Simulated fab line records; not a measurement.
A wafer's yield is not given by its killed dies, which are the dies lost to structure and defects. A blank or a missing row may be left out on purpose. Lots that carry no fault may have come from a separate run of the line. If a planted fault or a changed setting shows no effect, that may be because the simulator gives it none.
fab line records | flow n5-finfet
[record] lots = 7 wafers = 18 last-day = 17
route steps=1938 shown BEOL_M6@1221 PASSIVATION@1936
lots with no fault: from the same line, run without faults
start-h: start of the lot's first displayed wafer, in hours after the record's first day | wait-h: how many hours have passed since the lot's step before this one | " same as the row above | L1.1+2: several wafers, shown together as one row | - value missing, or start not given | * or withheld: withheld | < > ~ a bound
route shown NAME@n: a module of which the file shows steps, and the number in the route of the first | usual: the fault-free wafers' mean and standard deviation | same: alike in all rows | chamber/n: place in a boat | sites: each site's reading | _std_site: how widely they spread, as a standard deviation | _edge_site: outer sites' mean less inner sites' | radius-mm: how far each site lies from the wafer's centre | mask NAME#n: copy n | behind: tool/chamber where the wafer was last shaped | hold: cause of the lot's hold/its duration in hours/its outcome | device: the transistor (n, p or np) that didn't switch | end of line: the route-end tests of the same wafers | for a step that has no rows: nothing shown but its recipe | killed: the dies lost at the first sort to structure and to defects; this is not the yield of the wafer | map: a wafer's dies, marking killed ones x, the rest . and places with no die _
set.NAME: the setting the step ran with; set.NAME@STEP: the setting that earlier step ran with | model.NAME: the simulator's own value behind a step, which no gauge read
lots seen at some steps along the route; tables by step, rows by wafer
services: from which hour (start-h, from the record's first day; less than 0 if before it) a tool's chamber was out of use, for how many hours, and why
[[steps]]
[step N5_BEOL_M6_COAT_22]
[recipe] resist = CAR-EUV spin-rpm = 1500 resist-thk-nm = 30
[step N5_BEOL_M6_EBR_24]
[recipe] solvent = PGMEA ebr-width-mm = 1.5
[step N5_BEOL_M6_SOFTBAKE_23]
[recipe] temp-c = 110 time-s = 60 resist = CAR-EUV
[step N5_BEOL_M6_EXPOSE_25]
[recipe] mask-id = V5 na = 0.33 source-shape = annular sigma-inner = 0.4 sigma-outer = 0.8 polarization = unpolarized target-cd-nm = 40 dose-mj = 45
[step N5_BEOL_M6_PEB_26]
[recipe] peb-temp-c = 100 peb-time-s = 60 resist = CAR-EUV
[step N5_BEOL_M6_DEVELOP_27]
[recipe] develop-time-s = 30 developer = TMAH resist = CAR-EUV rinse-liquid = surfactant-rinse dry = air-spin dev-temp-c = 23
[step N5_BEOL_M6_CD_MEAS_28]
[recipe] target-cd-nm = 40 landing-energy-ev = 500 detector = se-inlens
[usual] cd-nm = 40.03/0.26
// columns lot.wafer tool chamber start-h wait-h cd-nm
L357.1 cd-sem-01 0 201.23 - 40.18
L357.4 " 0 " " 40.21
L357.5 " 0 " " 40.13
L358.2 cd-sem-03 0 211.92 - 39.82
L358.4 " 0 " " 39.58
L358.5 " 0 " " 40.37
L359.1 cd-sem-02 0 218.61 - 40.04
L359.5 " 0 " " 39.46
L361.3 cd-sem-03 0 230.68 - 39.77
L361.6 " 0 " " 39.73
L365.1 cd-sem-03 0 258.08 - 40.42
L365.5 " 0 " " 39.88
L369.1 cd-sem-01 0 283.96 - 40.21
L369.2 " 0 " " 39.83
L369.5 " 0 " " 40.01
L376.4 cd-sem-02 0 328.79 - 40.02
L376.5 " 0 " " 40.28
L376.6 " 0 " " 40.42
[step N5_BEOL_M6_OVL_MEAS_29]
[recipe] points-per-wafer = 522
[usual] V5_OVL = 0.4/0.7
// columns lot.wafer tool chamber start-h wait-h V5_OVL[nm]
L357.1 overlay-01 0 201.26 0.0 0.8
L357.4 " 0 " " -0.3
L357.5 " 0 " " 0.5
L358.2 overlay-02 0 211.95 0.0 0.3
L358.4 " 0 " " -1.0
L358.5 " 0 " " -0.2
L359.1 overlay-02 0 218.64 0.0 0.4
L359.5 " 0 " " 0.4
L361.3 overlay-01 0 230.72 0.0 0.5
L361.6 " 0 " " 0.1
L365.1 overlay-01 0 258.11 0.0 0.7
L365.5 " 0 " " -0.1
L369.1 overlay-02 0 283.99 0.0 -1.1
L369.2 " 0 " " -0.1
L369.5 " 0 " " -1.0
L376.4 overlay-01 0 328.84 0.0 -0.2
L376.5 " 0 " " 0.5
L376.6 " 0 " " -0.6
[step N5_BEOL_M6_INSPECT_30]
[recipe] mode = adi inspect-instrument = brightfield
[usual] raw-defect-count = 449/90
// columns lot.wafer tool chamber start-h wait-h raw-defect-count
L357.1 defect-inspect-02 - 201.32 0.1 276
L357.4 " - " " 267
L357.5 " - " " 379
L358.2 defect-inspect-01 - 212.01 0.0 510
L358.4 " - " " 464
L358.5 " - " " 603
L359.1 defect-inspect-01 - 218.70 0.1 465
L359.5 " - " " 495
L361.3 defect-inspect-01 - 230.77 0.0 439
L361.6 " - " " 610
L365.1 defect-inspect-02 - 258.17 0.1 410
L365.5 " - " " 433
L369.1 defect-inspect-01 - 284.05 0.1 381
L369.2 " - " " 419
L369.5 " - " " 417
L376.4 defect-inspect-01 - 328.88 0.0 443
L376.5 " - " " 561
L376.6 " - " " 513
[step N5_BEOL_M6_DESCUM_33]
[recipe] chemistry = O2 time-s = 7 source-power-w = 50 bias-power-w = 20 pressure-mtorr = 20 rf-frequency-hz = 2.712e+07 temp-c = 40 resist = CAR-EUV o2-flow-sccm = 225
[usual] bias-power-w = 20.00/0.062 drypump-motor-current-A = 5.8/0.38 oes-product-au = 0.80/0.094 rf-vpp-V = 243.3/1.4 showerhead-plenum-p-Torr = 2.10/0.072 throttle-valve-pct = 20.39/0.23
// columns lot.wafer tool chamber start-h wait-h bias-power-w drypump-motor-current-A oes-product-au rf-hours-counter-h rf-vpp-V showerhead-plenum-p-Torr throttle-valve-pct
L357.1 rie-diel-05 2 201.52 0.2 20.08 5.1 0.90 27 244.3 2.20 19.87
L357.4 " 1 " " 19.94 5.6 0.70 214 241.0 1.97 20.26
L357.5 " 3 " " 19.97 5.6 0.69 - 243.2 2.08 20.51
L358.2 rie-diel-03 2 212.04 0.0 20.02 5.9 0.68 249 240.5 1.97 20.32
L358.4 " 0 " " 20.05 5.8 0.69 226 244.6 2.17 20.18
L358.5 " 2 " " 19.94 5.9 0.68 - 240.8 1.97 20.32
L359.1 rie-diel-03 1 218.98 0.3 19.91 5.8 0.84 46 243.9 2.11 20.40
L359.5 " 2 " " 20.01 5.9 0.68 - 240.5 1.97 20.32
L361.3 rie-diel-03 0 230.80 0.0 19.99 5.8 0.68 234 243.7 2.17 20.18
L361.6 " 1 " " 20.08 5.8 0.83 - 242.7 2.11 20.40
L365.1 rie-diel-03 3 258.20 0.0 20.12 5.5 0.88 40 243.8 2.06 20.54
L365.5 " 2 " " 19.86 5.8 0.95 - 244.1 2.22 20.00
L369.1 rie-diel-05 1 284.22 0.2 19.99 5.6 0.68 245 241.5 1.96 20.31
L369.2 " 2 " " 19.92 5.1 0.84 56 244.3 2.19 19.90
L369.5 " 0 " " 20.03 6.6 0.77 - 243.9 2.18 20.49
L376.4 rie-diel-05 0 329.19 0.3 19.95 6.6 0.76 162 244.4 2.17 20.53
L376.5 " 0 " " 20.02 6.6 0.75 - 245.4 2.17 20.51
L376.6 " 3 " " 20.01 5.7 0.96 - 243.2 2.07 20.25
[step N5_BEOL_M6_ETCH_72]
[recipe] chemistry = N2/H2 target = underlayer target-depth-a = 65 mask-material = CAR-EUV time-s = 5.2 ion-energy-ev = 200 pressure-mtorr = 30 source-w = 840 bias-w = 150 n2-flow-sccm = 200 h2-flow-sccm = 200 ends = cleared
[usual] bias-w = 150.0/0.41 drypump-motor-current-A = 5.9/0.38 etch-rf-on-time-s = 5.18/0.13 oes-product-au = 0.69/0.082 rf-vpp-V = 524.3/2.7 showerhead-plenum-p-Torr = 2.55/0.095 throttle-valve-pct = 17.80/0.22
// columns lot.wafer tool chamber start-h wait-h bias-w drypump-motor-current-A etch-rf-on-time-s oes-product-au rf-hours-counter-h rf-vpp-V showerhead-plenum-p-Torr throttle-valve-pct
L357.1 rie-diel-05 2 201.55 0.0 149.8 5.1 5.10 0.77 27 528.3 2.72 17.58
L357.4 " 1 " " 150.1 5.6 5.28 0.58 214 519.0 2.41 17.81
L357.5 " 3 " " 149.8 5.7 5.12 0.60 - 524.6 2.51 17.78
L358.2 rie-diel-03 2 212.08 0.0 150.8 5.9 5.39 0.57 249 521.6 2.39 17.66
L358.4 " 0 " " 149.9 5.8 5.29 0.59 226 526.1 2.61 17.49
L358.5 " 2 " " 149.9 5.9 5.36 0.58 - 519.7 2.39 17.67
L359.1 rie-diel-03 1 219.01 0.0 150.1 5.8 5.18 0.72 46 525.2 2.60 18.09
L359.5 " 2 " " 150.4 5.9 5.43 0.57 - 519.3 2.38 17.66
L361.3 rie-diel-03 0 230.84 0.0 148.9 5.8 5.23 0.58 234 526.3 2.60 17.49
L361.6 " 1 " " 150.4 5.8 5.10 0.71 - 526.0 2.60 18.10
L365.1 rie-diel-03 3 258.23 0.0 150.0 5.5 5.25 0.74 40 523.2 2.46 17.70
L365.5 " 2 " " 150.1 5.9 5.39 0.80 - 529.7 2.70 17.31
L369.1 rie-diel-05 1 284.26 0.0 149.7 5.6 5.33 0.57 245 521.0 2.40 17.88
L369.2 " 2 " " 150.1 5.1 5.19 0.73 56 528.8 2.71 17.66
L369.5 " 0 " " 150.6 6.6 5.29 0.66 - 525.4 2.66 17.99
L376.4 rie-diel-05 0 329.22 0.0 150.2 6.6 5.28 0.65 162 526.4 2.66 18.05
L376.5 " 0 " " 149.9 6.6 5.23 0.64 - 527.3 2.66 18.08
L376.6 " 3 " " 150.0 5.7 4.94 0.83 - 524.0 2.49 17.45
[step N5_BEOL_M6_ETCH_65]
[recipe] chemistry = CF4 target = SiARC target-depth-a = 156 mask-material = CAR-EUV time-s = 26 ion-energy-ev = 80 pressure-mtorr = 40 source-w = 545 bias-w = 36 Ar_flow_sccm = 100 cf4-flow-sccm = 100 ends = cleared
[usual] bias-w = 36.00/0.11 drypump-motor-current-A = 5.8/0.39 etch-rf-on-time-s = 26.0/0.61 oes-product-au = 0.69/0.082 rf-vpp-V = 184.1/1.3 showerhead-plenum-p-Torr = 2.15/0.074 throttle-valve-pct = 15.57/0.19
// columns lot.wafer tool chamber start-h wait-h bias-w drypump-motor-current-A etch-rf-on-time-s oes-product-au rf-hours-counter-h rf-vpp-V showerhead-plenum-p-Torr throttle-valve-pct
L357.1 rie-diel-05 2 201.57 0.0 35.96 5.1 25.5 0.76 27 185.7 2.28 15.26
L357.4 " 1 " " 36.06 5.6 26.6 0.59 214 182.4 2.03 15.62
L357.5 " 3 " " 36.03 5.7 25.6 0.60 - 183.9 2.11 15.67
L358.2 rie-diel-03 2 212.09 0.0 36.03 5.9 26.8 0.57 249 181.2 2.03 15.68
L358.4 " 0 " " 35.91 5.8 26.4 0.60 226 185.0 2.21 15.42
L358.5 " 2 " " 36.07 5.8 26.9 0.58 - 182.0 2.03 15.67
L359.1 rie-diel-03 1 219.03 0.0 36.14 5.8 25.8 0.72 46 183.0 2.16 15.55
L359.5 " 2 " " 36.01 5.9 27.0 0.58 - 182.2 2.03 15.70
L361.3 rie-diel-03 0 230.85 0.0 36.09 5.8 26.4 0.59 234 185.3 2.20 15.43
L361.6 " 1 " " 35.91 5.8 25.5 0.72 - 184.7 2.16 15.56
L365.1 rie-diel-03 3 258.25 0.0 35.90 5.5 25.9 0.76 40 182.7 2.10 15.60
L365.5 " 2 " " 35.89 5.9 26.9 0.80 - 186.1 2.28 15.22
L369.1 rie-diel-05 1 284.27 0.0 35.90 5.6 26.8 0.57 245 182.5 2.02 15.67
L369.2 " 2 " " 36.06 5.1 25.8 0.73 56 186.6 2.27 15.29
L369.5 " 0 " " 35.94 6.6 26.5 0.66 - 185.4 2.24 15.76
L376.4 rie-diel-05 0 329.24 0.0 36.07 6.6 26.5 0.64 162 185.2 2.24 15.81
L376.5 " 0 " " 35.99 6.6 26.4 0.64 - 186.4 2.23 15.81
L376.6 " 3 " " 35.97 5.7 25.2 0.82 - 184.6 2.10 15.24
[step N5_BEOL_M6_ETCH_66]
[recipe] chemistry = N2/H2 target = SOC target-depth-a = 800 overetch-a = 160 mask-material = SiARC temp-c = 40 time-s = 120 ion-energy-ev = 200 pressure-mtorr = 30 source-w = 840 bias-w = 150 n2-flow-sccm = 200 h2-flow-sccm = 200
[usual] bias-w = 150.0/0.41 drypump-motor-current-A = 5.9/0.38 oes-product-au = 0.62/0.067 rf-vpp-V = 524.1/2.5 showerhead-plenum-p-Torr = 2.55/0.095 throttle-valve-pct = 17.76/0.22
// columns lot.wafer tool chamber start-h wait-h bias-w drypump-motor-current-A oes-product-au rf-hours-counter-h rf-vpp-V showerhead-plenum-p-Torr throttle-valve-pct model.SiARC_of_BEOL_M6_COAT_64.thk-nm model.BEOL_M6.cd-nm
L357.1 rie-diel-05 2 201.60 0.0 150.9 5.1 0.68 27 527.9 2.72 17.53 6.6 40.2
L357.4 " 1 " " 149.7 5.6 0.54 214 520.8 2.41 17.80 6.6 39.8
L357.5 " 3 " " 149.4 5.7 0.53 - 523.3 2.51 17.74 6.2 40.2
L358.2 rie-diel-03 2 212.12 0.0 150.3 5.9 0.53 249 520.3 2.39 17.63 6.8 39.8
L358.4 " 0 " " 149.6 5.8 0.54 226 524.4 2.61 17.42 6.4 39.6
L358.5 " 2 " " 150.8 5.9 0.53 - 520.1 2.39 17.61 6.8 40
L359.1 rie-diel-03 1 219.06 0.0 149.4 5.8 0.64 46 524.1 2.60 18.03 7 39.8
L359.5 " 2 " " 149.5 5.9 0.53 - 519.3 2.38 17.62 6.8 40
L361.3 rie-diel-03 0 230.88 0.0 150.2 5.8 0.53 234 525.5 2.60 17.43 6.4 39.6
L361.6 " 1 " " 150.2 5.8 0.63 - 525.9 2.60 18.02 7 39.8
L365.1 rie-diel-03 3 258.28 0.0 150.0 5.5 0.67 40 521.3 2.46 17.64 7.4 39.6
L365.5 " 2 " " 150.1 5.9 0.72 - 529.9 2.70 17.26 6.8 40.4
L369.1 rie-diel-05 1 284.30 0.0 149.9 5.7 0.52 245 519.5 2.40 17.84 6.6 40.2
L369.2 " 2 " " 149.9 5.1 0.64 56 528.5 2.71 17.59 6.6 40.2
L369.5 " 0 " " 150.7 6.7 0.60 - 526.3 2.66 17.98 6.6 40.4
L376.4 rie-diel-05 0 329.27 0.0 150.1 6.6 0.58 162 526.2 2.66 18.02 6.4 40.4
L376.5 " 0 " " 150.3 6.6 0.58 - 526.6 2.66 18.02 6.4 40.2
L376.6 " 3 " " 150.1 5.7 0.72 - 522.4 2.49 17.40 6 40
[step N5_BEOL_M6_STRIP_69]
[recipe] chemistry = N2/H2 temp-c = 40 n2-flow-sccm = 200 h2-flow-sccm = 200 rf-frequency-hz = 6e+07
[step N5_BEOL_M6_STRIP_73]
[recipe] chemistry = N2/H2 temp-c = 40 n2-flow-sccm = 200 h2-flow-sccm = 200 rf-frequency-hz = 6e+07
[step N5_BEOL_M6_VIA_ETCH_34]
[recipe] chemistry = C4F6/O2 target = SiCOH_lowk target-depth-a = 1263 mask-material = SOC taper-deg = 4 time-s = 50.9 ion-energy-ev = 250 pressure-mtorr = 30 source-w = 345 bias-w = 185 Ar_flow_sccm = 300 C4F6_flow_sccm = 10 O2_flow_sccm = 10
[usual] bias-w = 185.1/0.52 drypump-motor-current-A = 5.9/0.39 oes-product-au = 0.80/0.094 rf-vpp-V = 666/14 showerhead-plenum-p-Torr = 2.86/0.1 throttle-valve-pct = 20.84/0.22
// columns lot.wafer tool chamber start-h wait-h bias-w drypump-motor-current-A oes-product-au rf-hours-counter-h rf-vpp-V showerhead-plenum-p-Torr throttle-valve-pct model.BEOL_M6.cd-nm
L357.1 rie-diel-05 2 201.70 0.0 185.5 5.1 0.89 27 658 3.04 20.59 40.2
L357.4 " 1 " " 185.3 5.6 0.70 214 675 2.70 20.81 40
L357.5 " 3 " " 184.8 5.7 0.71 - 673 2.80 20.80 40.2
L358.2 rie-diel-03 2 212.22 0.0 184.3 5.9 0.67 249 646 2.70 20.83 39.8
L358.4 " 0 " " 185.7 5.8 0.69 226 682 2.93 20.54 39.6
L358.5 " 2 " " 184.8 5.8 0.67 - 646 2.70 20.83 40
L359.1 rie-diel-03 1 219.16 0.0 184.7 5.8 0.84 46 673 2.86 20.83 39.6
L359.5 " 2 " " 184.8 5.9 0.67 - 645 2.70 20.84 40
L361.3 rie-diel-03 0 230.98 0.0 184.5 5.8 0.69 235 680 2.92 20.54 39.4
L361.6 " 1 " " 185.0 5.8 0.84 - 672 2.86 20.84 39.6
L365.1 rie-diel-03 3 258.38 0.0 184.6 5.5 0.88 41 641 2.78 20.91 39.8
L365.5 " 2 " " 185.8 5.9 0.93 - 657 3.03 20.53 40.4
L369.1 rie-diel-05 1 284.40 0.0 184.8 5.6 0.67 245 673 2.68 20.86 40.2
L369.2 " 2 " " 185.1 5.1 0.84 56 656 3.02 20.63 40.4
L369.5 " 0 " " 185.4 6.6 0.77 - 671 2.96 20.96 40.4
L376.4 rie-diel-05 0 329.37 0.0 184.8 6.6 0.76 162 671 2.95 21.00 40.4
L376.5 " 0 " " 185.6 6.6 0.75 - 671 2.95 20.99 40.4
L376.6 " 3 " " 184.9 5.7 0.97 - 673 2.79 20.52 40.2
[step N5_BEOL_M6_STRIP_76]
[recipe] chemistry = C4F6/O2 resist = SiARC rf-frequency-hz = 6e+07
[step N5_PASSIVATION_PROBE_49]
[usual] defect-limited-yield = 91.4/1.5 killed_at_M0_to_M3 = 35/11 killed_at_M4_up = 16/7 killed-at-contacts = 11/5.3 killed-at-front-end = 37/11 killed-at-other = 3.1/2.8 killed-dies = 102/18 killed-open = 69/15 killed-short = 31/7.8 sort_bin_5_function = 5.1/1.1 sort_bin_6_memory = 3.2/0.69 sort-n-pass = 1078/18 sort-yield-pct = 91.4/1.5
[same] gross-dies = 1180 killed-at-back-side = 0 sort_bin_4_leakage[%] = 0 sort_bin_8_speed[%] = 0
// columns lot.wafer tool chamber start-h wait-h defect-limited-yield[%] killed_at_M0_to_M3 killed_at_M4_up killed-at-contacts killed-at-front-end killed-at-other killed-dies killed-open killed-short sort_bin_5_function[%] sort_bin_6_memory[%] sort-n-pass sort-yield-pct[%]
L357.1 prober-01 - 295.56 0.0 89.2 44 19 14 49 1 127 83 40 6.8 3.3 1053 89.2
L357.4 prober-01 - 295.71 0.2 90.0 28 7 11 70 2 118 73 45 6.1 3.5 1062 90.0
L357.5 prober-01 - 295.76 0.2 90.0 27 24 16 48 3 118 88 28 5.8 4.0 1062 90.0
L358.2 prober-01 - 301.08 0.1 87.6 54 35 25 29 3 146 117 29 6.9 5.3 1034 87.6
L358.4 prober-01 - 301.18 0.2 88.2 55 20 21 38 5 139 100 39 6.8 4.7 1041 88.2
L358.5 prober-01 - 301.23 0.2 87.5 79 31 17 21 0 148 102 45 8.3 3.7 1032 87.5
L359.1 prober-01 - 303.19 0.0 93.0 14 27 10 31 1 83 54 26 4.7 2.0 1097 93.0
L359.5 prober-01 - 303.39 0.2 92.1 35 17 9 32 0 93 70 22 5.7 2.0 1087 92.1
L361.3 prober-01 - 313.53 0.1 87.5 64 21 17 45 0 147 90 51 7.2 4.6 1033 87.5
L361.6 prober-01 - 313.68 0.3 89.2 51 25 13 32 6 127 76 49 6.1 3.9 1053 89.2
L365.1 prober-02 - 345.99 0.0 90.7 29 20 16 43 2 110 80 28 5.7 3.2 1070 90.7
L365.5 prober-02 - 346.19 0.2 93.9 30 9 8 24 1 72 42 27 4.0 1.7 1108 93.9
L369.1 prober-01 - 373.63 0.0 90.0 28 18 16 45 11 118 82 36 5.8 3.6 1062 90.0
L369.2 prober-01 - 373.68 0.1 89.2 48 14 16 48 2 128 82 45 6.4 4.0 1052 89.2
L369.5 prober-01 - 373.83 0.2 91.5 37 8 14 37 4 100 73 27 5.5 2.9 1080 91.5
L376.4 prober-02 - 407.68 0.4 91.7 35 11 4 46 2 98 64 29 5.1 2.6 1082 91.7
L376.5 prober-02 - 407.73 0.4 91.4 38 15 7 39 3 102 72 30 5.1 3.1 1078 91.4
L376.6 prober-02 - 407.78 0.5 89.3 34 14 18 59 1 126 89 32 5.5 4.6 1054 89.3
// killed by level:class
L357.1 BEOL_M0_SAQP:geometric-particle:short=14 MOL_CONTACT_COAG:geometric-particle:open=11 BEOL_M0_SAQP:geometric-particle:open=11 BEOL_M4:geometric-particle:open=11 BEOL_M3:geometric-particle:open=10 DUMMY_GATE:geometric-particle:open=10 FIN_SAQP:geometric-particle:open=6 FIN_SAQP:geometric-particle:short=6
L357.4 STI_FIN_REVEAL:geometric-particle:open=18 FIN_SAQP:geometric-particle:short=12 FIN_SAQP:geometric-particle:open=11 MOL_CONTACT_COAG:geometric-particle:open=10 BEOL_M0_SAQP:geometric-particle:open=7 BEOL_M0_SAQP:geometric-particle:short=7 BEOL_M3:geometric-particle:open=6 DUMMY_GATE:geometric-particle:open=6
L357.5 MOL_CONTACT_COAG:geometric-particle:open=16 BEOL_M4:geometric-particle:open=12 FIN_SAQP:geometric-particle:open=11 DUMMY_GATE:geometric-particle:open=8 BEOL_M0_SAQP:geometric-particle:short=7 STI_FIN_REVEAL:geometric-particle:open=6 BEOL_M0_SAQP:geometric-particle:open=6 BEOL_M2:geometric-particle:open=6
L358.2 MOL_CONTACT_COAG:geometric-particle:open=22 BEOL_M4:geometric-particle:open=22 BEOL_M0_SAQP:geometric-particle:open=14 BEOL_M2:geometric-particle:open=12 BEOL_M3:geometric-particle:open=11 BEOL_M0_SAQP:geometric-particle:short=10 FIN_SAQP:geometric-particle:open=8 STI_FIN_REVEAL:geometric-particle:open=8
L358.4 MOL_CONTACT_COAG:geometric-particle:open=19 BEOL_M3:geometric-particle:open=17 BEOL_M0_SAQP:geometric-particle:open=11 STI_FIN_REVEAL:geometric-particle:open=11 BEOL_M0_SAQP:geometric-particle:short=11 BEOL_M4:geometric-particle:open=8 FIN_SAQP:geometric-particle:short=7 BEOL_M1:geometric-particle:open=6
L358.5 BEOL_M4:geometric-particle:open=21 BEOL_M3:geometric-particle:open=20 BEOL_M0_SAQP:geometric-particle:short=19 MOL_CONTACT_COAG:geometric-particle:open=14 BEOL_M2:geometric-particle:open=11 BEOL_M0_SAQP:geometric-particle:open=10 BEOL_M1:geometric-particle:open=9 BEOL_M3:geometric-particle:short=6
L359.1 MOL_CONTACT_COAG:geometric-particle:open=8 BEOL_M5:geometric-particle:open=7 STI_FIN_REVEAL:geometric-particle:open=6 BEOL_M4:geometric-particle:open=6 GATE_CUT:geometric-particle:short=4 BEOL_M2:geometric-particle:open=4 BEOL_M7:geometric-particle:open=4 STARTING-WAFER:geometric-particle:open=4
L359.5 BEOL_M1:geometric-particle:open=15 STI_FIN_REVEAL:geometric-particle:open=11 BEOL_M0_SAQP:geometric-particle:open=10 MOL_CONTACT_COAG:geometric-particle:open=7 BEOL_M4:geometric-particle:open=6 BEOL_M1:geometric-particle:short=5 FIN_SAQP:geometric-particle:open=3 FIN_SAQP:geometric-particle:short=3
L361.3 BEOL_M0_SAQP:geometric-particle:open=30 BEOL_M0_SAQP:geometric-particle:short=27 FIN_SAQP:geometric-particle:open=18 MOL_CONTACT_COAG:geometric-particle:open=13 FIN_SAQP:geometric-particle:short=9 BEOL_M4:geometric-particle:open=8 DUMMY_GATE:geometric-particle:open=5 MOL_CONTACT_COAG:geometric-particle:short=4
L361.6 BEOL_M0_SAQP:geometric-particle:open=23 BEOL_M0_SAQP:geometric-particle:short=17 BEOL_M4:geometric-particle:open=10 FIN_SAQP:geometric-particle:short=9 MOL_CONTACT_COAG:geometric-particle:open=9 FIN_SAQP:geometric-particle:open=5 GATE_CUT:geometric-particle:short=5 BEOL_M4:geometric-particle:short=5
L365.1 MOL_CONTACT_COAG:geometric-particle:open=15 STI_FIN_REVEAL:geometric-particle:open=8 DUMMY_GATE:geometric-particle:open=8 BEOL_M2:geometric-particle:open=8 GATE_CUT:geometric-particle:open=6 BEOL_M0_SAQP:geometric-particle:open=6 BEOL_M4:geometric-particle:open=5 BEOL_M0_SAQP:geometric-particle:short=5
L365.5 BEOL_M2:geometric-particle:open=12 BEOL_M0_SAQP:geometric-particle:short=7 MOL_CONTACT_COAG:geometric-particle:open=6 DUMMY_GATE:geometric-particle:open=5 BEOL_M0_SAQP:geometric-particle:open=4 GATE_CUT:geometric-particle:short=3 BEOL_M3:geometric-particle:short=3 BEOL_M4:geometric-particle:open=3
L369.1 FIN_SAQP:geometric-particle:open=13 MOL_CONTACT_COAG:geometric-particle:open=13 BEOL_M4:geometric-particle:open=8 FIN_SAQP:geometric-particle:short=7 BEOL_M2:geometric-particle:open=7 GATE_CUT:geometric-particle:open=6 GATE_CUT:geometric-particle:short=5 BEOL_M5:geometric-particle:open=5
L369.2 FIN_SAQP:geometric-particle:open=17 MOL_CONTACT_COAG:geometric-particle:open=12 BEOL_M0_SAQP:geometric-particle:open=10 BEOL_M2:geometric-particle:open=10 FIN_SAQP:geometric-particle:short=9 BEOL_M0_SAQP:geometric-particle:short=8 STI_FIN_REVEAL:geometric-particle:open=7 BEOL_M4:geometric-particle:open=7
L369.5 MOL_CONTACT_COAG:geometric-particle:open=11 BEOL_M3:geometric-particle:open=10 BEOL_M1:geometric-particle:open=8 STI_FIN_REVEAL:geometric-particle:open=7 BEOL_M0_SAQP:geometric-particle:open=6 FIN_SAQP:geometric-particle:short=5 DUMMY_GATE:geometric-particle:open=5 GATE_CUT:geometric-particle:short=5
L376.4 STI_FIN_REVEAL:geometric-particle:open=14 BEOL_M2:geometric-particle:open=11 BEOL_M0_SAQP:geometric-particle:short=6 BEOL_M1:geometric-particle:open=6 FIN_SAQP:geometric-particle:open=5 BEOL_M4:geometric-particle:open=5 HKMG_FIN:area-etch=5 FIN_SAQP:geometric-particle:short=4
L376.5 STI_FIN_REVEAL:geometric-particle:open=12 FIN_SAQP:geometric-particle:open=10 BEOL_M2:geometric-particle:open=10 BEOL_M1:geometric-particle:open=9 BEOL_M4:geometric-particle:open=7 FIN_SAQP:geometric-particle:short=6 BEOL_M0_SAQP:geometric-particle:short=6 MOL_CONTACT_COAG:geometric-particle:open=5
L376.6 STI_FIN_REVEAL:geometric-particle:open=19 MOL_CONTACT_COAG:geometric-particle:open=16 FIN_SAQP:geometric-particle:open=9 BEOL_M0_SAQP:geometric-particle:open=9 BEOL_M2:geometric-particle:open=8 BEOL_M1:geometric-particle:open=7 ILD0:geometric-particle:open=5 BEOL_M0_SAQP:geometric-particle:short=5
[[services]]
// columns tool chamber start-h hours kind
rie-diel-03 3 197.84 8.7 repair
rie-diel-03 3 214.28 5.1 repair
rie-diel-03 2 219.44 - clean
rie-diel-03 2 219.44 - consumable-replace:focus-ring
rie-diel-03 2 219.44 - consumable-replace:showerhead
rie-diel-03 2 219.44 15.1 scheduled-down
rie-diel-03 2 219.44 15.1 vent-cycle
rie-diel-03 3 248.74 6.3 repair
rie-diel-05 3 256.33 3.1 repair
rie-diel-03 2 262.22 1.6 repair
rie-diel-03 0 267.43 - clean
rie-diel-03 0 267.43 - consumable-replace:focus-ring
rie-diel-03 0 267.43 13.4 scheduled-down
rie-diel-03 0 267.43 13.4 vent-cycle
rie-diel-05 3 283.27 - clean
rie-diel-05 3 283.27 - consumable-replace:focus-ring
rie-diel-05 3 283.27 22.0 scheduled-down
rie-diel-05 3 283.27 22.0 vent-cycle
rie-diel-03 2 283.29 16.3 repair
rie-diel-05 1 305.30 - clean
rie-diel-05 1 305.30 - consumable-replace:focus-ring
rie-diel-05 1 305.30 - consumable-replace:showerhead
rie-diel-05 2 309.40 3.4 repair
rie-diel-05 3 320.86 5.4 repair
[[key]]
first-sign none at tools or gauges
[model-effect] step = N5_BEOL_M6_ETCH_66 value = SiARC_of_BEOL_M6_COAT_64.thk-nm without = 6.4 struck = 7.133
[model-effect] step = N5_BEOL_M6_VIA_ETCH_34 value = BEOL_M6.cd-nm without = 40.07 struck = 39.67
met-at N5_BEOL_M6_ETCH_66
struck-wafers L359.1,L361.6,L365.1
onset-between 212.12 219.06
[fault] kind = process-parameter-drift tool = rie-diel-03 chamber = - onset-h = 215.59 steps = N5_BEOL_M6_ETCH_66 channel = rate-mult offset = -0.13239 shape = step end-h = 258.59 scope = struck-wafers-only
